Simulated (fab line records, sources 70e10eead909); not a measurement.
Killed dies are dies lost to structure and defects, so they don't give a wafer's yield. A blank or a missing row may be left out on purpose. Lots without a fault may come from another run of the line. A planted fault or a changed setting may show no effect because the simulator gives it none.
Chamber matching | flow nand_harc | NHARC_A_BLC_ALD_23 on ald_metal-01: 4 sister chambers
The step deposits TiN, target thk 3 nm, pulse time 1 s, ald cycles 150. 4 wafers are shown with their chamber, then 7 later ones without.

WAFERS WITH THEIR CHAMBER
wafer  | chamber | heater_power_w (W)
L085.1 | 3       | 1051
L085.3 | 0       | 984
L085.5 | 2       | 1093
L088.5 | 1       | 1015

WAFERS WITHOUT THEIR CHAMBER
wafer  | heater_power_w (W)
L088.6 | 994
L093.4 | 981
L093.5 | 996
L093.6 | 1099
L095.1 | 1138
L095.2 | 972
L095.6 | 1126

WHICH CHAMBER EACH WENT THROUGH
wafer  | from the rows above          | in truth
L088.6 | can't be placed: 0 or 1      | 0
L093.4 | can't be placed: 0 or 1      | 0
L093.5 | can't be placed: 0 or 1 or 3 | 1
L093.6 | can't be placed: 2 or 3      | 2
L095.1 | can't be placed: 2 or 3      | 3
L095.2 | can't be placed: 0 or 1      | 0
L095.6 | can't be placed: 2 or 3      | 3
Placed correctly: 0 of 7. Can't be placed from these rows: 7 (the true chamber is among the candidates in 7). Placed wrongly: 0.
How it was worked out, from the rows above alone: a wafer's distance from a chamber is the root of the sum, over the readings, of the square of ((its reading less the chamber's mean) divided by the reading's scatter). The wafer belongs to the nearest chamber; if the next one is less than 2 further off, it can't be placed. A chamber's mean is the mean of its shown wafers. The scatter: with one shown wafer a chamber, the root of the mean of the squares of how far each hidden wafer lies from its nearest shown one.
